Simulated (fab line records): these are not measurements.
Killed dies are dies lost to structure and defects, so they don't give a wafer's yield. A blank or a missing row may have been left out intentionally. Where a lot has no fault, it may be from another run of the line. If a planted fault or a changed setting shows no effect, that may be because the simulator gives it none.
Matching of chambers ; flow nand harc ; 4 sister chambers for NHARC_P_STI_CMP_21 on cmp-01
The step polishes, t overpolish 20 s, target thk 380.67 nm. 4 wafers are shown with their chamber, then 7 later ones without.

WAFERS PAIRED WITH THEIR CHAMBERS
wafer;chamber;motor current A (A)
L085.3;0;11.0
L085.6;3;11.4
L088.2;2;11.9
L088.5;1;10.2

WAFERS WITHOUT THEIR CHAMBER
wafer;motor current A (A)
L088.6;11.2
L091.2;10.4
L091.3;11.5
L091.4;12.5
L094.1;11.5
L094.2;10.5
L094.3;11.9

WHICH CHAMBER EACH WENT THROUGH
wafer;from the rows above;in truth
L088.6;can't be placed: 0 or 3 or 2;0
L091.2;can't be placed: 1 or 0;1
L091.3;can't be placed: 3 or 2 or 0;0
L091.4;can't be placed: 2 or 3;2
L094.1;can't be placed: 3 or 2 or 0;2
L094.2;can't be placed: 1 or 0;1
L094.3;can't be placed: 2 or 3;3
Correctly placed: 0 of 7. From these rows, 7 cannot be placed; in 7 the true chamber is one of the candidates. Wrongly placed: 0.
How it was worked out, from the rows above alone: a wafer's distance from a chamber is the root of the sum, over the readings, of the square of ((its reading less the chamber's mean) divided by the reading's scatter). If the next closest chamber is less than 2 further off than the closest, the wafer can't be placed; otherwise it belongs to the closest. A chamber's mean is the mean of its shown wafers. The scatter: root of mean squared gap, hidden wafer to nearest shown wafer, with one shown wafer a chamber.
